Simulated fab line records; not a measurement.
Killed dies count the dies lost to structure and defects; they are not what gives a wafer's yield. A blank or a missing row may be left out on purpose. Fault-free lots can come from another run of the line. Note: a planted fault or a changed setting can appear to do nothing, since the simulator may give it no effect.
The tool behind it: which one?    flow n5_finfet    7 lots, 21 wafers sampled, at 3 steps of a route of 1938

== WHAT THE GAUGES SHOWED, per wafer ==
N5_BEOL_M4_RC_MEAS_101. Usual: DIBL_N 36.1 mV/V, standard deviation 1.9; DIBL_P 36.4 mV/V, standard deviation 2.5; IOFF_N 0.16 nA/um, standard deviation 0.036; IOFF_P 0.22 nA/um, standard deviation 0.038; ION_N 672 uA/um, standard deviation 11; ION_P 462 uA/um, standard deviation 8; SS_N 71.6 mV/dec, standard deviation 0.68; SS_P 73.3 mV/dec, standard deviation 0.77; VT_N 250 mV, standard deviation 3.3; VT_P -250 mV, standard deviation 3.6.
lot   measured      on         DIBL_N (mV/V)   DIBL_P (mV/V)   IOFF_N (nA/um)  IOFF_P (nA/um)  ION_N (uA/um)  ION_P (uA/um)  SS_N (mV/dec)   SS_P (mV/dec)   VT_N (mV)    VT_P (mV)       flag
L694  day 9 03:11   prober-02  36.0 37.3 34.0  37.4 39.0 34.3  0.15 0.18 0.12  0.20 0.24 0.16  672 677 667    462 466 459    71.8 72.3 70.9  72.7 73.0 72.2  253 248 255  -249 -245 -253  
L693  day 9 03:20   prober-01  36.4 38.0 35.3  38.9 40.3 37.8  0.17 0.20 0.15  0.25 0.28 0.23  680 678 668    467 466 472    71.6 72.7 71.4  73.4 74.9 73.2  249 246 251  -249 -246 -247  
L696  day 9 07:29   prober-01  32.8 32.5 31.0  33.3 31.6 30.9  0.12 0.11 0.10  0.19 0.15 0.15  667 651 652    460 446 457    70.5 70.9 70.5  72.5 72.8 71.2  253 256 254  -251 -254 -253  
L697  day 9 12:37   prober-01  36.6 34.1 38.1  39.0 34.5 38.5  0.18 0.11 0.18  0.23 0.16 0.22  686 668 674    472 456 458    71.1 71.7 72.2  74.4 72.6 73.5  247 255 248  -246 -255 -250  
L703  day 10 18:54  prober-01  38.3 37.5 37.4  37.8 37.4 37.0  0.18 0.17 0.17  0.20 0.20 0.19  662 677 661    444 458 447    72.8 71.7 72.4  74.3 73.9 73.7  252 250 252  -257 -255 -257  
L707  day 12 23:53  prober-02  32.7 35.0 34.2  33.9 36.7 36.0  0.12 0.13 0.14  0.17 0.19 0.18  649 659 674    456 456 461    71.4 71.4 71.5  72.4 72.8 73.4  253 255 252  -253 -253 -254  
L712  day 13 21:09  prober-02  36.5 37.7 34.7  37.3 37.8 34.8  0.16 0.18 0.13  0.22 0.22 0.18  675 683 659    468 462 456    71.6 71.6 71.2  73.4 74.1 73.0  249 251 251  -249 -251 -254  

N5_BEOL_M15_RC_MEAS_101. Usual: COMB_M10 1.5e-11 S/m, standard deviation 3.2e-12; COMB_M11 1.4e-11 S/m, standard deviation 3.3e-12; COMB_M12 6e-12 S/m, standard deviation 1.2e-12; COMB_M13 4.7e-12 S/m, standard deviation 9.2e-13; COMB_M14 3.6e-12 S/m, standard deviation 7.6e-13; COMB_M15 2.4e-12 S/m, standard deviation 5.3e-13; COMB_M5 3.5e-11 S/m, standard deviation 8.1e-12; COMB_M5_max_site 5.1e-11 S/m, standard deviation 1.2e-11; COMB_M6 2.5e-11 S/m, standard deviation 5.4e-12; COMB_M7 2.5e-11 S/m, standard deviation 4.9e-12; COMB_M8 2.5e-11 S/m, standard deviation 5.1e-12; COMB_M9 1.36e-11 S/m, standard deviation 2.5e-12; SERP_M10 3.07 ohm/um, standard deviation 0.11; SERP_M11 3.04 ohm/um, standard deviation 0.082; SERP_M12 0.636 ohm/um, standard deviation 0.017; SERP_M12_max_site 0.648 ohm/um, standard deviation 0.018; SERP_M13 0.308 ohm/um, standard deviation 0.0059; SERP_M14 0.161 ohm/um, standard deviation 0.0036; SERP_M5 38.9 ohm/um, standard deviation 1.8; SERP_M6 13.8 ohm/um, standard deviation 0.57; SERP_M7 13.9 ohm/um, standard deviation 0.68; SERP_M8 13.7 ohm/um, standard deviation 0.55; SERP_M8_max_site 14.3 ohm/um, standard deviation 0.58; SERP_M9 3.06 ohm/um, standard deviation 0.093.
lot   measured      on         COMB_M10 (S/m)           COMB_M11 (S/m)           COMB_M12 (S/m)           COMB_M13 (S/m)           COMB_M14 (S/m)           COMB_M15 (S/m)           COMB_M5 (S/m)            COMB_M5_max_site (S/m)    COMB_M6 (S/m)            COMB_M7 (S/m)            COMB_M8 (S/m)            COMB_M9 (S/m)               SERP_M10 (ohm/um)  SERP_M11 (ohm/um)  SERP_M12 (ohm/um)  SERP_M12_max_site (ohm/um)  SERP_M13 (ohm/um)  SERP_M14 (ohm/um)  SERP_M5 (ohm/um)  SERP_M6 (ohm/um)  SERP_M7 (ohm/um)  SERP_M8 (ohm/um)  SERP_M8_max_site (ohm/um)  SERP_M9 (ohm/um)  flag
L694  day 13 02:44  prober-02  1.7e-11 1.5e-11 1.7e-11  1.3e-11 1.3e-11 1e-11    4.5e-12 6.8e-12 6.2e-12  5.3e-12 4.4e-12 3.9e-12  3e-12 2.2e-12 2.8e-12    3.1e-12 1.7e-12 1.8e-12  4.4e-11 5.7e-11 4.4e-11  5.6e-11 1.07e-10 5.9e-11  2.4e-11 2.6e-11 2.5e-11  2.5e-11 3.2e-11 2.1e-11  2.5e-11 2.6e-11 1.9e-11  1.16e-11 1.23e-11 1.61e-11  2.97 3.05 2.99     3.25 3.01 3.05     0.614 0.657 0.639  0.622 0.663 0.649           0.303 0.304 0.309  0.165 0.161 0.165  40.9 41.3 39.0    13.6 13.4 13.5    13.5 14.5 14.0    13.0 13.3 12.6    13.5 13.5 13.4             2.96 2.96 2.99    
L693  day 12 17:39  prober-02  2.1e-11 1.7e-11 1.5e-11  1.7e-11 1.1e-11 1.3e-11  6.2e-12 6.5e-12 4.5e-12  5.6e-12 4e-12 4.3e-12    3e-12 2.1e-12 2.4e-12    1.6e-12 2e-12 2.9e-12    3.4e-11 6e-11 3.6e-11    4.8e-11 7.9e-11 4.7e-11   2.6e-11 2.3e-11 2e-11    1.8e-11 1.6e-11 3.2e-11  2.3e-11 3.4e-11 2.8e-11  1e-11 1.5e-11 1.55e-11      3.01 2.94 3.03     3.06 2.85 3.04     0.610 0.624 0.629  0.621 0.636 0.638           0.308 0.304 0.315  0.164 0.158 0.165  35.1 37.1 38.3    13.6 13.7 13.7    14.8 14.4 13.7    13.8 13.0 13.2    14.6 13.3 14.1             2.99 3.06 2.84    
L696  day 13 03:28  prober-01  1.4e-11 1.8e-11 2e-11    1.4e-11 1.8e-11 1.6e-11  6.3e-12 5.7e-12 5.7e-12  5.8e-12 5.2e-12 6.3e-12  3.9e-12 2.9e-12 3.5e-12  2.3e-12 3.1e-12 2.8e-12  3.7e-11 3.4e-11 4.6e-11  6.2e-11 7.7e-11 5.8e-11   2e-11 1.6e-11 1.9e-11    3.4e-11 3.5e-11 3e-11    2.5e-11 3e-11 2.8e-11    1.28e-11 1.37e-11 1e-11     2.97 3.14 3.09     3.10 3.01 3.09     0.649 0.663 0.657  0.665 0.674 0.672           0.305 0.308 0.311  0.157 0.164 0.160  37.8 37.5 36.2    14.2 14.4 13.3    14.5 14.5 13.9    13.5 14.5 14.3    14.4 15.2 14.9             2.95 3.01 3.00    
L697  day 13 10:01  prober-01  1.7e-11 1.6e-11 1.4e-11  1.8e-11 1.5e-11 1.6e-11  5.9e-12 5.6e-12 6.9e-12  5.6e-12 4.9e-12 4.8e-12  4.2e-12 5.1e-12 3.7e-12  2.4e-12 2.7e-12 2.6e-12  2.6e-11 4.6e-11 3.7e-11  3.5e-11 6.5e-11 5.4e-11   2.8e-11 1.9e-11 2.3e-11  2.4e-11 2.3e-11 1.8e-11  2.3e-11 2.7e-11 3.2e-11  1.33e-11 1.07e-11 1.29e-11  3.15 3.15 3.26     3.09 2.98 3.13     0.666 0.672 0.643  0.688 0.689 0.660           0.314 0.298 0.299  0.167 0.161 0.159  36.8 41.3 40.8    13.8 13.5 13.8    14.1 13.9 12.7    15.2 14.6 14.3    15.8 14.8 14.7             2.93 3.11 3.04    
L703  day 14 12:53  prober-01  1.1e-11 1.8e-11 1.3e-11  1.1e-11 1.3e-11 1.1e-11  4.8e-12 4e-12 5e-12      6.8e-12 3.9e-12 4.5e-12  3.6e-12 3.6e-12 5.3e-12  2.1e-12 2.5e-12 1.7e-12  3.5e-11 4.5e-11 2.7e-11  6.3e-11 6.6e-11 3.4e-11   2e-11 2.8e-11 2e-11      2.7e-11 3.3e-11 2.4e-11  2.4e-11 2.8e-11 3.2e-11  1.37e-11 1.09e-11 1.42e-11  3.09 3.21 3.08     2.98 3.10 3.08     0.663 0.614 0.642  0.682 0.631 0.658           0.307 0.308 0.306  0.162 0.165 0.158  38.0 39.8 39.2    13.6 14.0 13.3    12.9 13.1 13.4    14.0 14.0 13.7    14.4 14.5 13.9             3.05 3.03 2.98    
L707  day 17 01:16  prober-01  1.4e-11 2e-11 1.3e-11    1.4e-11 1.8e-11 1.6e-11  5e-12 7.9e-12 7.8e-12    4.5e-12 4.7e-12 5.4e-12  3e-12 3.5e-12 3.5e-12    1.8e-12 2.2e-12 1.7e-12  2.5e-11 5e-11 3.6e-11    3.5e-11 1.99e-10 4.6e-11  2.7e-11 2.5e-11 2.2e-11  2.1e-11 2.9e-11 2.5e-11  2e-11 2.5e-11 3.1e-11    1.27e-11 1.42e-11 9.5e-12   3.01 3.04 3.04     2.95 3.01 2.97     0.653 0.641 0.657  0.666 0.656 0.660           0.301 0.309 0.302  0.162 0.168 0.161  42.3 40.9 39.3    13.4 13.3 14.3    14.6 14.8 14.6    13.1 12.9 13.0    13.9 13.5 13.2             3.15 3.14 3.07    OFF
L712  day 18 01:56  prober-02  1e-11 1.5e-11 1.9e-11    1.2e-11 1.2e-11 1.3e-11  6.7e-12 5.1e-12 4.3e-12  3.4e-12 5.9e-12 5e-12    3.2e-12 4.8e-12 3e-12    2.5e-12 2.1e-12 2.8e-12  2.1e-11 4.2e-11 2.7e-11  3.2e-11 2.4e-10 4.9e-11   2e-11 2.5e-11 2.1e-11    2.8e-11 1.8e-11 2.1e-11  3.1e-11 3.1e-11 3.2e-11  1.67e-11 1.28e-11 1.21e-11  3.00 3.18 3.20     2.99 3.02 2.99     0.665 0.657 0.626  0.688 0.682 0.645           0.304 0.303 0.309  0.158 0.162 0.169  39.8 37.0 37.7    13.8 13.6 13.0    14.5 13.8 13.7    13.9 14.3 14.3    14.4 15.5 14.8             2.96 2.92 2.95    OFF

== WHAT TOOL EACH LOT RAN ON (gives the tool, then ch and the chambers of the sampled wafers, and finally the start) ==
lot   N5_BEOL_M5_ALD_86
L694  ald_metal-04 ch 0,2,3, day 9 08:57
L693  ald_metal-04 ch 0,1,2, day 9 11:40
L696  ald_metal-04 ch 0,1,3, day 9 13:34
L697  ald_metal-04 ch 0,1,3, day 10 00:27
L703  ald_metal-04 ch 0,2,3, day 11 01:55
L707  ald_metal-04 ch 0,1,2, day 13 08:44
L712  ald_metal-04 ch 0,1,3, day 14 05:49
- N5_BEOL_M5_ALD_86: deposits TaN, pulse time 2 s, purge time 3 s, co reactant purge time 2 s.

== AS READ BY THE TOOLS THEMSELVES (means over the sampled wafers that have a number; for cases with no such wafer, the mark the record gives instead) ==
N5_BEOL_M5_ALD_86. Usual: chamber_pressure_Torr 3.000 Torr, standard deviation 0.0065; heater_power_w 417 W, standard deviation 30.
lot   tool          chamber_pressure_Torr (Torr)  heater_power_w (W)  flag
L694  ald_metal-04  3.003                         414                 
L693  ald_metal-04  3.001                         391                 
L696  ald_metal-04  2.998                         406                 
L697  ald_metal-04  3.006                         402                 
L703  ald_metal-04  3.004                         417                 
L707  ald_metal-04  3.001                         395                 
L712  ald_metal-04  3.006                         403                 

== THE ANSWER, worked out from the rows above alone ==
Rule: take the mean of a lot's wafers that have a number; if it is more than 3 standard deviations from the usual mean, the lot is off. Also off: a lot with no number at a reading for which 4 or more lots have one. Where the step has rows for the other lots, those lots are counted as sound. After the gauges, taken in route order, come the tools' own readings; for these a lot's mean is taken, as printed above. At the first step where some lot is off, the reading lying furthest off is the one used; lots without a number count as furthest.
Off: at N5_BEOL_M15_RC_MEAS_101 (COMB_M5_max_site), L707, L712.
A tool fits if, at a process step before that reading, it ran every lot that is off, and no sound lot after the first of them. Gauges at N5_BEOL_M15_RC_MEAS_101: tried the same way as those tools. One fits: ald_metal-04 at N5_BEOL_M5_ALD_86. A fault onset in the window from L703 (day 11 01:55, its last sound lot) to L707 (day 13 08:44, its first lot off) fits.

== WHAT THE SIMULATOR PUT IN ==
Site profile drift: ald_metal-04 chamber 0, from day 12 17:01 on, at N5_BEOL_M5_ALD_86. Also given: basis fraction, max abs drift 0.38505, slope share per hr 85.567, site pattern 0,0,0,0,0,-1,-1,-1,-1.
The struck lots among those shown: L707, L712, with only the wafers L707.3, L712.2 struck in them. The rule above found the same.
